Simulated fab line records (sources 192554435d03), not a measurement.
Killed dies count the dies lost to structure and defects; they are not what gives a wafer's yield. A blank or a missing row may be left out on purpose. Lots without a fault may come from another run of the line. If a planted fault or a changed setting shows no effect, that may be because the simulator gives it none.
fab line records / flow n5_finfet
record lots=4 wafers=11 last_day=17
route steps=1938 shown BEOL_M12@1647 BEOL_M13@1659 PASSIVATION@1936
lots untouched by any fault: they come from a run of this same line in which no faults occurred
start_h: the number of hours between the record's first day and the start of the first shown wafer of the lot / wait_h: hours from the lot's prior step to this one / " identical to the entry in the row above / L1.1+2: a single row standing in for several wafers / - no value, or no start was given / * or withheld: withheld / < > ~ a bound
route shown NAME@n: names a module that has steps shown in the file, with the first one's number in the route / usual: the fault-free wafers' mean and standard deviation / same: alike in all rows / chamber/n: place in a boat / sites: the reading at each site / _std_site: the values' standard deviation / _edge_site: inner sites' mean taken away from outer sites' mean / radius_mm: for every site, how far away it sits from the centre of the wafer / mask NAME#n: copy n / behind: the tool/chamber that last shaped the wafer / hold: cause of the lot's hold/its duration in hours/its outcome / device: the n, p or np transistor that did not switch / end of line: tests of these same wafers at the route's end / a step with no rows: only its recipe / killed: count of dies lost to structure and defects at first sort (not the wafer's yield) / map: a wafer's dies, x killed, . not, _ none there
set.NAME: the setting as run; set.NAME@STEP: as run at that earlier step / model.NAME: the simulator's own value behind a step, which no gauge read
lots at selected steps of the route; one table per step, one row per wafer
services: when a tool's chamber went out of use (start_h, in hours from the record's first day, below 0 if earlier), for how many hours, and the reason
## steps
# step N5_BEOL_M12_PRE_CLEAN_42
# recipe gas=H2/He time_s=30 temp_c=250
# step N5_BEOL_M12_SPUTTER_43
# recipe material=TaN target_thk_a=150 temp_c=50 bias_v=168.6 power_w=15000 chamber_pressure_pa=0.12 time_s=24.19
# step N5_BEOL_M12_SPUTTER_44
# recipe material=Ta target_thk_a=100 temp_c=50 bias_v=80 power_w=15000 chamber_pressure_pa=0.07 time_s=16.13
# step N5_BEOL_M12_SPUTTER_45
# recipe material=Cu target_thk_a=800 temp_c=-20 bias_v=60 power_w=26000 chamber_pressure_pa=0.13 time_s=13.33
# step N5_BEOL_M12_ECD_47
# recipe material=Cu target_thk_a=7200
# step N5_BEOL_M12_ANNEAL_48
# recipe temp_c=225 time_s=90 ambient=N2
# step N5_BEOL_M12_CMP_49
# recipe stop_on=SiOC t_overpolish_s=20.6 down_force_psi=1 platen_rpm=50 clearing_platen_down_force_psi=1.5 clearing_platen_rpm=50 post_cmp_clean=cu_alkaline target_thk_nm=320 clearing_platen_pad_velocity_m_s=0.99484 pad_velocity_m_s=0.99484
# step N5_BEOL_M12_PRE_CLEAN_52
# recipe gas=NH3 time_s=15 temp_c=withheld rf_power_w=300
# step N5_BEOL_M12_DEP_53
# recipe material=SiCN target_thk_a=300 temp_c=withheld precursor=3MS/NH3 pressure_torr=3 rf_w=675 time_s=10.5
# step N5_BEOL_M13_ILD_DEP_00
# recipe material=SiOC target_thk_a=8379.2 temp_c=350 precursor=DEMS/O2 pressure_torr=5 rf_w=500 time_s=166.4
# usual heater_power_w=468/75 run_length_s=211.2/0.63 showerhead_plenum_p_Torr=5.694/0.014 throttle_valve_pct=12.0/0.87
lot.wafer=L941.3 tool=pecvd-04 chamber=2 start_h=278.46 wait_h=0.0 heater_power_w=444 run_length_s=217.2 showerhead_plenum_p_Torr=5.697 throttle_valve_pct=11.0 model.SiOC_of_BEOL_M13_ILD_DEP_00.thk_nm=856.8
lot.wafer=L941.4 tool=pecvd-04 chamber=0 start_h=278.46 wait_h=0.0 heater_power_w=496 run_length_s=209.9 showerhead_plenum_p_Torr=5.688 throttle_valve_pct=12.6 model.SiOC_of_BEOL_M13_ILD_DEP_00.thk_nm=832.8
lot.wafer=L941.6 tool=pecvd-04 chamber=1 start_h=278.46 wait_h=0.0 heater_power_w=553 run_length_s=212.0 showerhead_plenum_p_Torr=5.685 throttle_valve_pct=13.9 model.SiOC_of_BEOL_M13_ILD_DEP_00.thk_nm=832.8
lot.wafer=L943.1 tool=pecvd-04 chamber=2 start_h=281.78 wait_h=0.0 heater_power_w=385 run_length_s=211.2 showerhead_plenum_p_Torr=5.679 throttle_valve_pct=11.0 model.SiOC_of_BEOL_M13_ILD_DEP_00.thk_nm=836
lot.wafer=L943.3 tool=pecvd-04 chamber=1 start_h=281.78 wait_h=0.0 heater_power_w=546 run_length_s=217.3 showerhead_plenum_p_Torr=5.702 throttle_valve_pct=13.7 model.SiOC_of_BEOL_M13_ILD_DEP_00.thk_nm=856.8
lot.wafer=L955.3 tool=pecvd-04 chamber=2 start_h=351.99 wait_h=0.0 heater_power_w=458 run_length_s=211.0 showerhead_plenum_p_Torr=5.685 throttle_valve_pct=11.0 model.SiOC_of_BEOL_M13_ILD_DEP_00.thk_nm=827.6
lot.wafer=L955.4 tool=pecvd-04 chamber=1 start_h=351.99 wait_h=0.0 heater_power_w=458 run_length_s=212.2 showerhead_plenum_p_Torr=5.703 throttle_valve_pct=14.0 model.SiOC_of_BEOL_M13_ILD_DEP_00.thk_nm=839.8
lot.wafer=L955.5 tool=pecvd-04 chamber=0 start_h=351.99 wait_h=0.0 heater_power_w=461 run_length_s=209.9 showerhead_plenum_p_Torr=5.694 throttle_valve_pct=12.5 model.SiOC_of_BEOL_M13_ILD_DEP_00.thk_nm=843.6
lot.wafer=L953.1 tool=pecvd-03 chamber=1 start_h=359.86 wait_h=0.0 heater_power_w=530 run_length_s=211.0 showerhead_plenum_p_Torr=5.715 throttle_valve_pct=12.4 model.SiOC_of_BEOL_M13_ILD_DEP_00.thk_nm=835.8
lot.wafer=L953.3 tool=pecvd-03 chamber=2 start_h=359.86 wait_h=0.0 heater_power_w=364 run_length_s=210.9 showerhead_plenum_p_Torr=5.688 throttle_valve_pct=11.0 model.SiOC_of_BEOL_M13_ILD_DEP_00.thk_nm=821
lot.wafer=L953.6 tool=pecvd-03 chamber=2 start_h=359.86 wait_h=0.0 heater_power_w=390 run_length_s=210.9 showerhead_plenum_p_Torr=5.690 throttle_valve_pct=10.9 model.SiOC_of_BEOL_M13_ILD_DEP_00.thk_nm=841
# step N5_BEOL_M13_COAT_58
# recipe resist=BARC temp_c=205 time_s=60 spin_rpm=1500 resist_thk_nm=89
# step N5_BEOL_M13_COAT_04
# recipe spin_rpm=1625 resist_thk_nm=400
# step N5_BEOL_M13_EBR_06
# recipe solvent=PGMEA ebr_width_mm=1.5
# step N5_BEOL_M13_SOFTBAKE_05
# recipe temp_c=130 time_s=60
# step N5_BEOL_M13_EXPOSE_07
# recipe mask_id=V12 na=0.93 source_shape=conventional sigma_outer=0.6 polarization=unpolarized attpsm_phase_deg=180 dose_mj=24.8
# step N5_BEOL_M13_PEB_08
# recipe peb_temp_c=130 peb_time_s=90
# step N5_BEOL_M13_DEVELOP_09
# recipe develop_time_s=45 rinse_liquid=diw dry=air_spin dev_temp_c=21
# step N5_BEOL_M13_HARDBAKE_14
# recipe temp_c=130 time_s=120
# step N5_BEOL_M13_DESCUM_15
# recipe chemistry=O2 time_s=7.9 source_power_w=50 bias_power_w=20 pressure_mtorr=20 rf_frequency_hz=2.712e+07 temp_c=40 o2_flow_sccm=225
# step N5_BEOL_M13_ETCH_59
# recipe chemistry=N2/H2 target=BARC target_depth_a=890 overetch_a=267 time_s=67.9 ion_energy_ev=200 pressure_mtorr=30 source_w=840 bias_w=150 n2_flow_sccm=200 h2_flow_sccm=200
# step N5_BEOL_M13_VIA_ETCH_16
# recipe chemistry=C4F8/O2/Ar target=SiOC pressure_mtorr=30 source_w=3000 bias_w=700 Ar_flow_sccm=400 C4F8_flow_sccm=15 O2_flow_sccm=8 he_inner_torr=15 he_outer_torr=30 target_depth_a=9217 time_s=withheld ion_energy_ev=250 ends=cleared
# usual drypump_motor_current_A=5.7/0.3 he_inner_torr=15.000/0.029 mfc_ar_sccm=399.9/1.3 oes_product_au=0.70/0.066 rf_vpp_V=666/3.3 showerhead_plenum_p_Torr=3.43/0.12 throttle_valve_pct=24.23/0.3
lot.wafer=L941.3 tool=rie_diel-01 chamber=2 start_h=279.22 wait_h=0.0 drypump_motor_current_A=6.4 he_inner_torr=15.010 mfc_ar_sccm=400.2 oes_product_au=0.63 rf_vpp_V=667 showerhead_plenum_p_Torr=3.55 throttle_valve_pct=24.33 model.etch.depth_nm=856.7 model.coat_of_BEOL_M13_COAT_04.thk_nm=63.4
lot.wafer=L941.4 tool=rie_diel-01 chamber=3 start_h=279.22 wait_h=0.0 drypump_motor_current_A=5.7 he_inner_torr=15.006 mfc_ar_sccm=399.7 oes_product_au=0.67 rf_vpp_V=660 showerhead_plenum_p_Torr=3.28 throttle_valve_pct=24.41 model.etch.depth_nm=832.8 model.coat_of_BEOL_M13_COAT_04.thk_nm=75.8
lot.wafer=L941.6 tool=rie_diel-01 chamber=3 start_h=279.22 wait_h=0.0 drypump_motor_current_A=5.7 he_inner_torr=14.992 mfc_ar_sccm=399.1 oes_product_au=0.67 rf_vpp_V=661 showerhead_plenum_p_Torr=3.28 throttle_valve_pct=24.40 model.etch.depth_nm=832.8 model.coat_of_BEOL_M13_COAT_04.thk_nm=73.4
lot.wafer=L943.1 tool=rie_diel-04 chamber=2 start_h=282.41 wait_h=0.0 drypump_motor_current_A=6.0 he_inner_torr=15.021 mfc_ar_sccm=401.8 oes_product_au=0.61 rf_vpp_V=660 showerhead_plenum_p_Torr=3.22 throttle_valve_pct=24.21 model.etch.depth_nm=836.1 model.coat_of_BEOL_M13_COAT_04.thk_nm=72.2
lot.wafer=L943.3 tool=rie_diel-04 chamber=1 start_h=282.41 wait_h=0.0 drypump_motor_current_A=5.7 he_inner_torr=14.969 mfc_ar_sccm=399.7 oes_product_au=0.74 rf_vpp_V=663 showerhead_plenum_p_Torr=3.32 throttle_valve_pct=24.00 model.etch.depth_nm=856.7 model.coat_of_BEOL_M13_COAT_04.thk_nm=64
lot.wafer=L955.3 tool=rie_diel-01 chamber=2 start_h=353.29 wait_h=0.0 drypump_motor_current_A=6.3 he_inner_torr=14.982 mfc_ar_sccm=398.6 oes_product_au=0.63 rf_vpp_V=669 showerhead_plenum_p_Torr=3.53 throttle_valve_pct=24.36 model.etch.depth_nm=827.7 model.coat_of_BEOL_M13_COAT_04.thk_nm=70.2
lot.wafer=L955.4 tool=rie_diel-01 chamber=2 start_h=353.29 wait_h=0.0 drypump_motor_current_A=6.3 he_inner_torr=15.041 mfc_ar_sccm=400.0 oes_product_au=0.63 rf_vpp_V=669 showerhead_plenum_p_Torr=3.53 throttle_valve_pct=24.35 model.etch.depth_nm=839.8 model.coat_of_BEOL_M13_COAT_04.thk_nm=65.8
lot.wafer=L955.5 tool=rie_diel-01 chamber=0 start_h=353.29 wait_h=0.0 drypump_motor_current_A=5.8 he_inner_torr=15.040 mfc_ar_sccm=397.1 oes_product_au=0.71 rf_vpp_V=667 showerhead_plenum_p_Torr=3.46 throttle_valve_pct=24.02 model.etch.depth_nm=843.7 model.coat_of_BEOL_M13_COAT_04.thk_nm=72.2
lot.wafer=L953.1 tool=rie_diel-01 chamber=3 start_h=360.61 wait_h=0.0 drypump_motor_current_A=5.7 he_inner_torr=14.989 mfc_ar_sccm=398.5 oes_product_au=0.65 rf_vpp_V=662 showerhead_plenum_p_Torr=3.27 throttle_valve_pct=24.44 model.etch.depth_nm=835.8 model.coat_of_BEOL_M13_COAT_04.thk_nm=71.6
lot.wafer=L953.3 tool=rie_diel-01 chamber=2 start_h=360.61 wait_h=0.0 drypump_motor_current_A=6.4 he_inner_torr=15.023 mfc_ar_sccm=399.6 oes_product_au=0.62 rf_vpp_V=668 showerhead_plenum_p_Torr=3.53 throttle_valve_pct=24.36 model.etch.depth_nm=821.1 model.coat_of_BEOL_M13_COAT_04.thk_nm=71
lot.wafer=L953.6 tool=rie_diel-01 chamber=3 start_h=360.61 wait_h=0.0 drypump_motor_current_A=5.7 he_inner_torr=14.976 mfc_ar_sccm=398.4 oes_product_au=0.65 rf_vpp_V=662 showerhead_plenum_p_Torr=3.27 throttle_valve_pct=24.45 model.etch.depth_nm=841 model.coat_of_BEOL_M13_COAT_04.thk_nm=69.8
# step N5_BEOL_M13_STRIP_63
# recipe chemistry=N2/H2 power_w=1000 temp_c=250 h2_frac=0.65 overash_fraction=0.3 pressure_mtorr=1000 n2_flow_sccm=1750 h2_flow_sccm=3250
# step N5_BEOL_M13_STRIP_64
# recipe chemistry=N2/H2 power_w=1000 temp_c=250 h2_frac=0.65 overash_fraction=0.3 pressure_mtorr=withheld n2_flow_sccm=1750 h2_flow_sccm=3250
# step N5_BEOL_M13_STRIP_71
# recipe chemistry=post_etch_residue_remover time_s=60 temp_c=25 remover_ph=withheld remover_water_wt_pct=withheld remover_fluoride_wt_pct=withheld
# step N5_BEOL_M13_SRD_72
# recipe time_s=30 temp_c=23 rinse_liquid=diw dry=n2_spin spin_rpm=1500 dry_time_s=30
# step N5_BEOL_M13_COAT_65
# recipe resist=SOC temp_c=250 time_s=60 spin_rpm=1500 resist_thk_nm=350
# step N5_BEOL_M13_COAT_66
# recipe resist=SiARC temp_c=220 time_s=60 spin_rpm=1500 resist_thk_nm=110
# step N5_BEOL_M13_COAT_22
# recipe spin_rpm=2888 resist_thk_nm=300
# step N5_BEOL_M13_EBR_24
# recipe solvent=PGMEA ebr_width_mm=1.5
# step N5_BEOL_M13_SOFTBAKE_23
# recipe temp_c=130 time_s=60
# step N5_BEOL_M13_EXPOSE_25
# recipe mask_id=M13 na=0.93 source_shape=conventional sigma_outer=0.4 polarization=unpolarized target_cd_nm=210 dose_mj=22
# step N5_BEOL_M13_PEB_26
# recipe peb_temp_c=130 peb_time_s=90
# step N5_BEOL_M13_DEVELOP_27
# recipe develop_time_s=45 rinse_liquid=diw dry=air_spin dev_temp_c=21
# step N5_BEOL_M13_HARDBAKE_32
# recipe temp_c=130 time_s=120
# step N5_BEOL_M13_CMP_49
# recipe stop_on=SiOC t_overpolish_s=17.1 down_force_psi=1 platen_rpm=50 clearing_platen_down_force_psi=1.5 clearing_platen_rpm=50 post_cmp_clean=cu_alkaline target_thk_nm=420 clearing_platen_pad_velocity_m_s=0.99484 pad_velocity_m_s=0.99484
# usual barrier_field_endpoint_s=30.5/0.85 motor_current_A=6.1/0.68 overpolish_run_s=17.099/0.0095 pad_life_wafers=883/690 platen_rpm=50.00/0.033 slurry_flow_ml_min=150.0/0.4
lot.wafer=L941.3 tool=cmp-02 chamber=2 start_h=284.73 wait_h=0.2 barrier_field_endpoint_s=28.4 motor_current_A=6.7 overpolish_run_s=17.086 pad_life_wafers=30 platen_rpm=49.96 slurry_flow_ml_min=150.0 model.SiOC_of_BEOL_M13_ILD_DEP_00.thk_nm=795.6
lot.wafer=L941.4 tool=cmp-02 chamber=1 start_h=284.73 wait_h=0.2 barrier_field_endpoint_s=29.1 motor_current_A=6.8 overpolish_run_s=17.108 pad_life_wafers=33 platen_rpm=49.98 slurry_flow_ml_min=150.1 model.SiOC_of_BEOL_M13_ILD_DEP_00.thk_nm=775
lot.wafer=L941.6 tool=cmp-02 chamber=3 start_h=284.73 wait_h=0.2 barrier_field_endpoint_s=29.5 motor_current_A=5.1 overpolish_run_s=17.092 pad_life_wafers=- platen_rpm=50.01 slurry_flow_ml_min=149.5 model.SiOC_of_BEOL_M13_ILD_DEP_00.thk_nm=774.8
lot.wafer=L943.3 tool=cmp-01 chamber=3 start_h=288.29 wait_h=0.2 barrier_field_endpoint_s=30.5 motor_current_A=6.2 overpolish_run_s=17.115 pad_life_wafers=1614 platen_rpm=49.97 slurry_flow_ml_min=150.7 model.SiOC_of_BEOL_M13_ILD_DEP_00.thk_nm=799.8
lot.wafer=L943.1 tool=cmp-01 chamber=1 start_h=288.29 wait_h=0.2 barrier_field_endpoint_s=29.5 motor_current_A=5.7 overpolish_run_s=17.097 pad_life_wafers=1616 platen_rpm=49.99 slurry_flow_ml_min=149.9 model.SiOC_of_BEOL_M13_ILD_DEP_00.thk_nm=776.8
lot.wafer=L955.4 tool=cmp-02 chamber=3 start_h=365.12 wait_h=0.1 barrier_field_endpoint_s=31.3 motor_current_A=5.3 overpolish_run_s=17.095 pad_life_wafers=660 platen_rpm=50.05 slurry_flow_ml_min=149.3 model.SiOC_of_BEOL_M13_ILD_DEP_00.thk_nm=781.6
lot.wafer=L955.3 tool=cmp-02 chamber=0 start_h=365.12 wait_h=0.1 barrier_field_endpoint_s=31.2 motor_current_A=6.6 overpolish_run_s=17.097 pad_life_wafers=661 platen_rpm=50.00 slurry_flow_ml_min=149.6 model.SiOC_of_BEOL_M13_ILD_DEP_00.thk_nm=768.4
lot.wafer=L955.5 tool=cmp-02 chamber=3 start_h=365.12 wait_h=0.1 barrier_field_endpoint_s=30.5 motor_current_A=4.8 overpolish_run_s=17.101 pad_life_wafers=- platen_rpm=50.02 slurry_flow_ml_min=149.5 model.SiOC_of_BEOL_M13_ILD_DEP_00.thk_nm=783.8
lot.wafer=L953.1 tool=cmp-02 chamber=1 start_h=365.71 wait_h=0.3 barrier_field_endpoint_s=30.8 motor_current_A=6.3 overpolish_run_s=17.094 pad_life_wafers=672 platen_rpm=49.94 slurry_flow_ml_min=150.3 model.SiOC_of_BEOL_M13_ILD_DEP_00.thk_nm=777.2
lot.wafer=L953.3 tool=cmp-02 chamber=0 start_h=365.71 wait_h=0.3 barrier_field_endpoint_s=31.8 motor_current_A=6.9 overpolish_run_s=17.112 pad_life_wafers=675 platen_rpm=50.00 slurry_flow_ml_min=149.9 model.SiOC_of_BEOL_M13_ILD_DEP_00.thk_nm=760.4
lot.wafer=L953.6 tool=cmp-02 chamber=1 start_h=365.71 wait_h=0.3 barrier_field_endpoint_s=30.7 motor_current_A=6.3 overpolish_run_s=17.093 pad_life_wafers=- platen_rpm=50.01 slurry_flow_ml_min=149.6 model.SiOC_of_BEOL_M13_ILD_DEP_00.thk_nm=782.2
# step N5_PASSIVATION_PROBE_49
# usual defect_limited_yield=91.6/1.4 killed_at_M0_to_M3=32/9.5 killed_at_M4_up=13/6 killed_at_contacts=12/5.6 killed_at_front_end=39/11 killed_at_other=2.8/2.3 killed_dies=99/16 killed_open=65/12 killed_short=32/7.6 sort_bin_5_function=4.8/0.88 sort_bin_6_memory=3.2/0.65 sort_bin_8_speed=0.2/2 sort_n_pass=1077/29 sort_yield_pct=91.2/2.5
# same gross_dies=1180 killed_at_back_side=0 sort_bin_4_leakage[%]=0
lot.wafer=L953.1 tool=prober-02 chamber=- start_h=397.30 wait_h=0.6 defect_limited_yield[%]=92.8 killed_at_M0_to_M3=35 killed_at_M4_up=2 killed_at_contacts=12 killed_at_front_end=35 killed_at_other=1 killed_dies=85 killed_open=52 killed_short=30 sort_bin_5_function[%]=4.3 sort_bin_6_memory[%]=2.7 sort_bin_8_speed[%]=0 sort_n_pass=1095 sort_yield_pct[%]=92.8
lot.wafer=L953.3 tool=prober-02 chamber=- start_h=397.40 wait_h=0.7 defect_limited_yield[%]=91.0 killed_at_M0_to_M3=44 killed_at_M4_up=12 killed_at_contacts=13 killed_at_front_end=37 killed_at_other=0 killed_dies=106 killed_open=69 killed_short=30 sort_bin_5_function[%]=4.5 sort_bin_6_memory[%]=3.7 sort_bin_8_speed[%]=0 sort_n_pass=1074 sort_yield_pct[%]=91.0
lot.wafer=L953.6 tool=prober-02 chamber=- start_h=397.55 wait_h=0.9 defect_limited_yield[%]=91.8 killed_at_M0_to_M3=30 killed_at_M4_up=11 killed_at_contacts=8 killed_at_front_end=47 killed_at_other=1 killed_dies=97 killed_open=52 killed_short=35 sort_bin_5_function[%]=4.7 sort_bin_6_memory[%]=2.3 sort_bin_8_speed[%]=0 sort_n_pass=1083 sort_yield_pct[%]=91.8
# killed by level:class
L953.1 BEOL_M2:geometric_particle:open=10 MOL_CONTACT_COAG:geometric_particle:open=8 FIN_SAQP:geometric_particle:short=7 BEOL_M0_SAQP:geometric_particle:open=7 BEOL_M1:geometric_particle:open=7 GATE_CUT:geometric_particle:short=6 DUMMY_GATE:geometric_particle:open=5 MOL_CONTACT_COAG:geometric_particle:short=4
L953.3 BEOL_M0_SAQP:geometric_particle:open=13 MOL_CONTACT_COAG:geometric_particle:open=11 BEOL_M2:geometric_particle:open=9 FIN_SAQP:geometric_particle:short=7 BEOL_M0_SAQP:geometric_particle:short=7 BEOL_M1:geometric_particle:open=7 FIN_SAQP:geometric_particle:open=5 STI_FIN_REVEAL:geometric_particle:open=5
L953.6 FIN_SAQP:geometric_particle:open=12 BEOL_M2:geometric_particle:open=10 FIN_SAQP:geometric_particle:short=8 BEOL_M0_SAQP:geometric_particle:short=7 HKMG_FIN:area_etch=7 STI_FIN_REVEAL:geometric_particle:open=6 MOL_CONTACT_COAG:geometric_particle:open=5 BEOL_M0_SAQP:geometric_particle:open=4
## services
tool=cmp-01 chamber=- start_h=254.51 hours=0.3 kind=repair
tool=pecvd-03 chamber=0 start_h=255.81 hours=2.1 kind=scheduled_down
tool=cmp-02 chamber=- start_h=259.65 hours=4.0 kind=pm
tool=cmp-02 chamber=- start_h=263.65 hours=- kind=consumable_replace:conditioner
tool=cmp-02 chamber=- start_h=263.65 hours=- kind=consumable_replace:pad
tool=cmp-02 chamber=- start_h=267.05 hours=16.2 kind=repair
tool=cmp-02 chamber=- start_h=289.29 hours=0.4 kind=repair
tool=rie_diel-04 chamber=0 start_h=289.58 hours=7.4 kind=repair
tool=rie_diel-04 chamber=2 start_h=306.17 hours=5.3 kind=repair
tool=rie_diel-04 chamber=2 start_h=311.66 hours=- kind=clean
tool=rie_diel-04 chamber=2 start_h=311.66 hours=- kind=consumable_replace:focus_ring
tool=rie_diel-04 chamber=2 start_h=311.66 hours=- kind=consumable_replace:showerhead
tool=rie_diel-04 chamber=2 start_h=311.66 hours=12.8 kind=scheduled_down
tool=rie_diel-04 chamber=2 start_h=311.66 hours=12.8 kind=vent_cycle
tool=pecvd-04 chamber=- start_h=331.13 hours=1.0 kind=repair
tool=rie_diel-04 chamber=0 start_h=344.79 hours=4.5 kind=repair
tool=cmp-02 chamber=- start_h=348.11 hours=5.2 kind=repair
tool=rie_diel-01 chamber=3 start_h=352.67 hours=2.8 kind=repair
tool=cmp-01 chamber=- start_h=353.45 hours=4.0 kind=pm
tool=pecvd-04 chamber=1 start_h=361.54 hours=2.1 kind=scheduled_down
## key
first_sign step=N5_BEOL_M13_ILD_DEP_00 reading=run_length_s direction=up sigmas=9.6 usual=* struck=*
effect none on later readings
model_effect step=N5_BEOL_M13_ILD_DEP_00 value=SiOC_of_BEOL_M13_ILD_DEP_00.thk_nm without=829.2 struck=856.8
model_effect step=N5_BEOL_M13_VIA_ETCH_16 value=etch.depth_nm without=829.2 struck=856.7
model_effect step=N5_BEOL_M13_CMP_49 value=SiOC_of_BEOL_M13_ILD_DEP_00.thk_nm without=770.2 struck=797.7
met_at N5_BEOL_M13_ILD_DEP_00
struck_wafers L941.3,L943.3
fault kind=process_parameter_drift tool=pecvd-04 chamber=- onset_h=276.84 steps=N5_BEOL_M13_ILD_DEP_00 channel=time_s offset=* shape=step end_h=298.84 scope=struck_wafers_only acts_in=* stated=*
